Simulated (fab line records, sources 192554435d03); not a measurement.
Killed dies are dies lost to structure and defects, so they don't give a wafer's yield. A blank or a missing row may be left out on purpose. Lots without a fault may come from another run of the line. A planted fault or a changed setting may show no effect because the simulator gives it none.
Chamber matching | flow n5_finfet | N5_BEOL_M10_DESCUM_33 on rie_diel-04: 4 sister chambers
The step chemistry O2, time 7.9 s. 4 wafers are shown with their chamber, then 7 later ones without.

WAFERS WITH THEIR CHAMBER
wafer  | chamber | showerhead_plenum_p_Torr (Torr)
L886.3 | 1       | 2.16
L889.4 | 3       | 2.00
L890.3 | 0       | 2.17
L890.4 | 2       | 2.03

WAFERS WITHOUT THEIR CHAMBER
wafer  | showerhead_plenum_p_Torr (Torr)
L890.5 | 2.03
L897.1 | 2.03
L897.4 | 2.03
L897.5 | 2.15
L899.3 | 2.03
L899.5 | 2.16
L899.6 | 2.15

WHICH CHAMBER EACH WENT THROUGH
wafer  | from the rows above     | in truth
L890.5 | 2                       | 2
L897.1 | 2                       | 2
L897.4 | 2                       | 2
L897.5 | can't be placed: 1 or 0 | 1
L899.3 | 2                       | 2
L899.5 | can't be placed: 1 or 0 | 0
L899.6 | can't be placed: 1 or 0 | 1
Placed correctly: 4 of 7. Can't be placed from these rows: 3 (the true chamber is among the candidates in 3). Placed wrongly: 0.
How it was worked out, from the rows above alone: a wafer's distance from a chamber is the root of the sum, over the readings, of the square of ((its reading less the chamber's mean) divided by the reading's scatter). The wafer belongs to the nearest chamber; if the next one is less than 2 further off, it can't be placed. A chamber's mean is the mean of its shown wafers. The scatter: with one shown wafer a chamber, the root of the mean of the squares of how far each hidden wafer lies from its nearest shown one.
